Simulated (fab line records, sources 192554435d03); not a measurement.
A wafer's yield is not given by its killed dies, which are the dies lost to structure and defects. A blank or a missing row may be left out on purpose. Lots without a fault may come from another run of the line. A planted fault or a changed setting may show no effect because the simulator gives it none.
Which of the tools did it?    flow n5-finfet    12 lots with 35 wafers sampled at 5 steps, on a route of 1938 steps

WHAT EACH GAUGE READ, for each wafer
N5_MIM_TOP_LITHO_CD_MEAS_08: the cd target is 2000 nm. Usual: cd-nm reads 1999.7 nm (standard deviation 1.2).
lot   measured      on         cd-nm (nm)            flag
L541  day 13 11:50  cd-sem-02  2000.5 1999.4 2000.9  
L543  day 13 23:59  cd-sem-03  2000.3 1998.1 1999.8  
L542  day 14 02:41  cd-sem-02  1999.3 1997.7 1999.2  
L545  day 14 15:03  cd-sem-01  2001.4 1999.6 2000.3  
L547  day 14 16:41  cd-sem-03  1999.7 2000.3 2000.2  
L548  day 14 19:25  cd-sem-03  2000.9 2000.1 1999.2  
L546  day 14 20:11  cd-sem-01  2001.1 2000.2 2001.5  
L550  day 15 09:46  cd-sem-02  2000.5 1998.1 1999.0  
L552  day 16 05:42  cd-sem-03  2003.5 1997.9         
L561  day 18 05:24  cd-sem-01  2000.7 2000.8 2002.1  
L562  day 18 23:17  cd-sem-02  2000.2 1999.1 1998.8  
L564  day 20 00:18  cd-sem-03  1999.9 2000.6 1998.6  

TOOL THAT RAN EACH LOT (tool first, then ch and the chambers of the sampled wafers, then the start)
lot   N5_PASSIVATION_PECVD_00          N5_MIM_BOT_DEGAS_01           N5_MIM_TOP_ALD_02                            N5_MIM_TOP_LITHO_PEB_06
L541  pecvd-02 ch 0,1,2, day 13 09:51  pvd-sputter-03, day 13 10:47  ald-hk-03 ch 0,2, day 13 11:43 or earlier    litho-track-03 ch 0, day 13 11:43
L543  pecvd-01 ch 0,1,2, day 13 22:09  pvd-sputter-02, day 13 22:50  ald-hk-02 ch 0,1,3, day 13 23:52 or earlier  litho-track-02 ch 0, day 13 23:52
L542  pecvd-01 ch 0,2, day 13 22:53    pvd-sputter-01, day 13 23:25  ald-hk-03 ch 0,2, day 14 02:34 or earlier    litho-track-02 ch 0, day 14 02:34
L545  pecvd-02 ch 1,2, day 14 13:30    pvd-sputter-01, day 14 13:40  ald-hk-03 ch 0,1,3, day 14 14:56 or earlier  litho-track-03 ch 0, day 14 14:56
L547  pecvd-04 ch 1,2, day 14 14:05    pvd-sputter-02, day 14 14:20  ald-hk-01 ch 1,3, day 14 16:34 or earlier    litho-track-03 ch 0, day 14 16:34
L548  pecvd-02 ch 0,1, day 14 16:13    pvd-sputter-02, day 14 16:44  ald-hk-03 ch 2,3, day 14 19:17 or earlier    litho-track-02 ch 0, day 14 19:17
L546  pecvd-04 ch 0,1,2, day 14 16:31  pvd-sputter-02, day 14 17:20  ald-hk-02 ch 1,2,3, day 14 20:04 or earlier  litho-track-02 ch 0, day 14 20:04
L550  pecvd-02 ch 1,2, day 15 07:44    pvd-sputter-02, day 15 08:25  ald-hk-02 ch 1,3, day 15 09:39 or earlier    litho-track-03 ch 0, day 15 09:39
L552  pecvd-04 ch 1,2, day 16 03:11    pvd-sputter-03, day 16 04:15  ald-hk-02 ch 1,3, day 16 05:35 or earlier    litho-track-02 ch 0, day 16 05:35
L561  pecvd-04 ch 0,2, day 18 01:59    pvd-sputter-02, day 18 03:44  ald-hk-03 ch 0,2,3, day 18 05:17 or earlier  litho-track-03 ch 0, day 18 05:17
L562  pecvd-04 ch 0,1, day 18 20:23    pvd-sputter-03, day 18 21:49  ald-hk-03 ch 0,2,3, day 18 23:10 or earlier  litho-track-03 ch 0, day 18 23:10
L564  pecvd-02 ch 0,1,2, day 19 20:35  pvd-sputter-03, day 19 22:38  ald-hk-01 ch 2,3, day 20 00:11 or earlier    litho-track-03 ch 0, day 20 00:11
- N5_PASSIVATION_PECVD_00: deposits SiO2 from SiH4/N2O, target thk 200 nm, time 11.2 s.
- N5_MIM_BOT_DEGAS_01: time 60 s.
- N5_MIM_TOP_ALD_02: deposits Al2O3, purge time 3 s, co reactant pulse time 3 s.
- N5_MIM_TOP_LITHO_PEB_06

WHAT THE TOOLS THEMSELVES READ (means of the sampled wafers that have a number; where no wafer has one, the mark that the record gives instead)
N5_PASSIVATION_PECVD_00. Usual: heater-power-outer-w 376 W, standard deviation 64; heater-power-w 641 W, standard deviation 69; showerhead-plenum-p-Torr 8.17 Torr, standard deviation 0.072; throttle-valve-pct 52.1 %, standard deviation 3.
lot   tool      heater-power-outer-w (W)  heater-power-w (W)  showerhead-plenum-p-Torr (Torr)  throttle-valve-pct (%)  flag
L541  pecvd-02  406                       674                 8.17                             50.8                    
L543  pecvd-01  292                       563                 8.16                             53.5                    
L542  pecvd-01  349                       597                 8.17                             51.5                    
L545  pecvd-02  381                       631                 8.12                             50.6                    
L547  pecvd-04  437                       699                 8.12                             52.1                    
L548  pecvd-02  467                       717                 8.22                             50.3                    
L546  pecvd-04  381                       664                 8.17                             51.9                    
L550  pecvd-02  337                       593                 8.11                             51.5                    
L552  pecvd-04  378                       622                 8.13                             51.2                    
L561  pecvd-04  434                       696                 8.15                             53.9                    
L562  pecvd-04  321                       570                 8.17                             48.8                    
L564  pecvd-02  376                       617                 8.16                             51.4                    

N5_MIM_BOT_DEGAS_01. Usual: heater-power-w reads 465 W (standard deviation 27).
lot   tool            heater-power-w (W)  flag
L541  pvd-sputter-03  464                 
L543  pvd-sputter-02  491                 
L542  pvd-sputter-01  464                 
L545  pvd-sputter-01  443                 
L547  pvd-sputter-02  479                 
L548  pvd-sputter-02  480                 
L546  pvd-sputter-02  475                 
L550  pvd-sputter-02  482                 
L552  pvd-sputter-03  469                 
L561  pvd-sputter-02  479                 
L562  pvd-sputter-03  463                 
L564  pvd-sputter-03  465                 

N5_MIM_TOP_ALD_02. Usual: precursor-pulse-height-rel reads 1.001 (standard deviation 0.02).
lot   tool       precursor-pulse-height-rel  flag
L541  ald-hk-03  1.013                       
L543  ald-hk-02  1.006                       
L542  ald-hk-03  1.017                       
L545  ald-hk-03  0.984                       
L547  ald-hk-01  0.999                       
L548  ald-hk-03  1.019                       
L546  ald-hk-02  0.995                       
L550  ald-hk-02  1.005                       
L552  ald-hk-02  1.030                       
L561  ald-hk-03  1.007                       
L562  ald-hk-03  0.994                       
L564  ald-hk-01  0.995                       

THE ANSWER, worked out from the rows above alone
Rule: a lot counts as off when the mean over its wafers that have a number is more than 3 standard deviations away from the usual mean. Also off: a lot with no number at a reading for which 4 or more lots have one. Any other lot the step has rows for is counted as sound. First the gauges in route order, then the tools' own readings, where a lot's mean is used as printed above. The first step at which some lot is off is used, and at that step the reading that is off furthest; a lot without a number counts as furthest.
Nothing can be told from this: no lot is off at any reading shown.

WHAT HAD BEEN PUT IN BY THE SIMULATOR
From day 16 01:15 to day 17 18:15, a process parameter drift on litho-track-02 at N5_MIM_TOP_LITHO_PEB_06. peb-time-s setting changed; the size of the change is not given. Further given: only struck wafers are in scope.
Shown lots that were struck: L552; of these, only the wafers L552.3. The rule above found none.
